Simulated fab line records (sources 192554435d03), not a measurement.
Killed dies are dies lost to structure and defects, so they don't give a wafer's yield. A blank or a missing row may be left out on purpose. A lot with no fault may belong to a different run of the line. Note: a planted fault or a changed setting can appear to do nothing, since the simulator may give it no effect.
Which tool was responsible? ; flow n5 finfet ; Sampling: 7 lots, 21 wafers, 2 of 1938 route steps

WHAT THE GAUGES SHOWED, per wafer
N5_BEOL_M8_CD_MEAS_11: target cd 38.5 nm.
lot;measured;on;cd nm (nm)
L270;day 10 04:13;cd sem-03;39.0 38.9 38.5
L277;day 12 10:23;cd sem-02;39.2 38.9 38.8
L282;day 14 01:48;cd sem-02;39.0 38.5 37.8
L287;day 15 00:37;cd sem-03;- - -
L288;day 15 10:16;cd sem-02;- - -
L290;day 15 11:17;cd sem-01;38.8 38.8 38.2
L293;day 17 06:58;cd sem-03;38.9 38.9 39.0

WHICH TOOL RAN EACH LOT (tool, then ch and the chambers of the sampled wafers, then the start)
lot;N5_BEOL_M8_DEVELOP_10
L270;litho track-02 ch 0, day 10 04:09
L277;litho track-04 ch 0, day 12 10:20
L282;litho track-02 ch 0, day 14 01:44
L287;litho track-04, day 15 00:34
L288;litho track-04, day 15 10:12
L290;litho track-03 ch 0, day 15 11:13
L293;litho track-03 ch 0, day 17 06:55
- N5_BEOL_M8_DEVELOP_10: develop time 30 s.

THE ANSWER, worked out from the rows above alone
Rule: usual is defined by the lots themselves. The widest of any qualifying gaps counts: lots, ordered by their means at a reading, are off when they make up no more than a third of the lots, leave a main group of 4 or more, and stand apart from it by 3 or more times the standard deviation of that group's means. A main group whose means are all the same, to the digits that the tables above print for the reading, isn't used. Also off: a lot with no number at a reading for which 4 or more lots have one. Where the step has rows for the other lots, those lots are counted as sound.
Off at N5_BEOL_M8_CD_MEAS_11 (cd nm): L287, L288. Without a number there: L287, L288. For the main group the mean is 38.7 nm and the standard deviation 0.2.
If a tool, at a process step before that reading, ran all the lots that are off and no sound lot after the first of them, it fits. The gauges at N5_BEOL_M8_CD_MEAS_11 are tried like those tools. One fits: litho track-04 at N5_BEOL_M8_DEVELOP_10. A fault onset in the window from L277 (day 12 10:20, its last sound lot) to L287 (day 15 00:34, its first lot off) fits.

WHAT WAS PUT IN BY THE SIMULATOR
Step skipped in full: litho track-04, at N5_BEOL_M8_DEVELOP_10, from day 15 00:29 onward. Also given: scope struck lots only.
Shown lots that were struck: L287, L288. Same finding as the rule above.
